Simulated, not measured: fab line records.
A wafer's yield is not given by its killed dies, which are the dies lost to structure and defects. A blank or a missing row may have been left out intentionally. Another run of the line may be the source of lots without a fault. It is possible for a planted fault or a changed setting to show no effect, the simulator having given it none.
A lot that was struck, set against a sound lot :: flow nandHarc :: 15 out of 1302 route steps
Sound: these wafers, L477.2, L477.3, L477.6. Wafers struck: L471.2, L471.4, L471.6. At the end, the cause is stated.
For every step that has rows: the tool of each side, followed by ch and its chambers, followed by its first start. Under that, the readings that differ: sound wafers :: struck wafers :: difference of the means :: sigmas: that difference in standard deviations of wafers without a fault.
alike: same words and numbers on both sides, and readings whose means sit less than 2 such deviations apart. not compared: any withheld reading, any reading some wafer has no value for, any bound like >300 that may hide the same value, and any number with overlapping values for which the record gives no deviation.
The two part at a step that has a row with sigmas, a row that says differs or no value, or rows on one side only. When numbers do not overlap yet have no deviation, they are printed without sigmas and do not part them. A reading missing from all wafers of one side parts the sides only when that side holds two or more wafers.

first, 2 steps without rows for these wafers: NHARC_A_CONTACT_ETCH_111 (etches the open film in C4F8/O2/Ar, time 140 s, target depth 700 nm); NHARC_A_CONTACT_ETCH_112 (etches the open film in C4F8/O2/Ar, time 190 s, target depth 1850 nm).
NHARC_A_CONTACT_ETCH_113: etches the open film in C4F8/O2/Ar, time 190 s, target depth 1850 nm.
  sound on harCapEtch-01 ch 1, day 29 23:48; struck on harCapEtch-03 ch 0,1, day 28 10:55
  alike: chamberPressureMTorr, oesAirLineAu
  not compared: rfHoursCounterH
NHARC_A_CONTACT_ETCH_114: etches the open film in C4F8/O2/Ar, time 190 s, target depth 1850 nm.
  sound on harCapEtch-01 ch 1, day 29 23:58; struck on harCapEtch-03 ch 0,1, day 28 11:05
  alike: chamberPressureMTorr, oesAirLineAu
  not compared: rfHoursCounterH
then, 1 step without rows for these wafers: NHARC_A_CONTACT_ETCH_115 (etches the open film in C4F8/O2/Ar, time 190 s, target depth 1850 nm).
NHARC_A_CONTACT_ETCH_116: etches the open film in C4F8/O2/Ar, time 190 s, target depth 1850 nm.
  sound on harCapEtch-01 ch 1, day 30 00:19; struck on harCapEtch-03 ch 0,1, day 28 11:25
  alike: chamberPressureMTorr, oesAirLineAu
  not compared: rfHoursCounterH
then, 4 steps without rows for these wafers: NHARC_A_CONTACT_ETCH_117 (etches the open film in C4F8/O2/Ar, time 190 s, target depth 1850 nm); NHARC_A_CONTACT_ETCH_118 (etches the open film in C4F8/O2/Ar, time 190 s, target depth 1850 nm); NHARC_A_CONTACT_ETCH_119 (etches the open film in C4F8/O2/Ar, time 190 s, target depth 1850 nm); NHARC_A_CONTACT_ETCH_120 (etches the open film in C4F8/O2/Ar, time 190 s, target depth 1850 nm).
NHARC_A_CONTACT_ETCH_121: etches the open film in C4F8/O2/Ar, time 190 s, target depth 1850 nm.
  sound on harCapEtch-01 ch 1, day 30 01:10; struck on harCapEtch-03 ch 0,1, day 28 12:17
  alike: chamberPressureMTorr, oesAirLineAu
  not compared: rfHoursCounterH
NHARC_A_CONTACT_ETCH_122: etches the open film in C4F8/O2/Ar, time 190 s, target depth 1850 nm.
  sound on harCapEtch-01 ch 1, day 30 01:20; struck on harCapEtch-03 ch 0,1, day 28 12:27
  alike: chamberPressureMTorr, oesAirLineAu
  not compared: rfHoursCounterH
NHARC_A_CONTACT_ETCH_123: etches the open film in C4F8/O2/Ar, time 490 s, target depth 2110 nm.
  sound on harCapEtch-01 ch 1, day 30 01:34; struck on harCapEtch-03 ch 0,1, day 28 12:41
  no value came back on the struck wafers for chamberPressureMTorr (mTorr), oesAirLineAu (a.u.); on the sound wafers chamberPressureMTorr (mTorr) reads 19.993 19.977 20.034
  not compared: rfHoursCounterH
then, 1 step without rows for these wafers: NHARC_A_CONTACT_ETCH_90 (etches the open film in CH3F/O2, target depth 40 nm, time 85.7 s).
-- break in the record here, with 3 days between the starts of the struck wafers on either side (left off in module A_CONTACT, picked up again in module END, where the first step shown is number 1302 on the route) --
NHARC_END_SORT_01:
  at this point the record logs the struck wafers (prober-02 ch 0, day 31 11:26) and has no rows for the sound ones

== WHERE THEY PART ==
First at NHARC_A_CONTACT_ETCH_123; last, within this record, at NHARC_END_SORT_01.

WHY: what the simulator had put in
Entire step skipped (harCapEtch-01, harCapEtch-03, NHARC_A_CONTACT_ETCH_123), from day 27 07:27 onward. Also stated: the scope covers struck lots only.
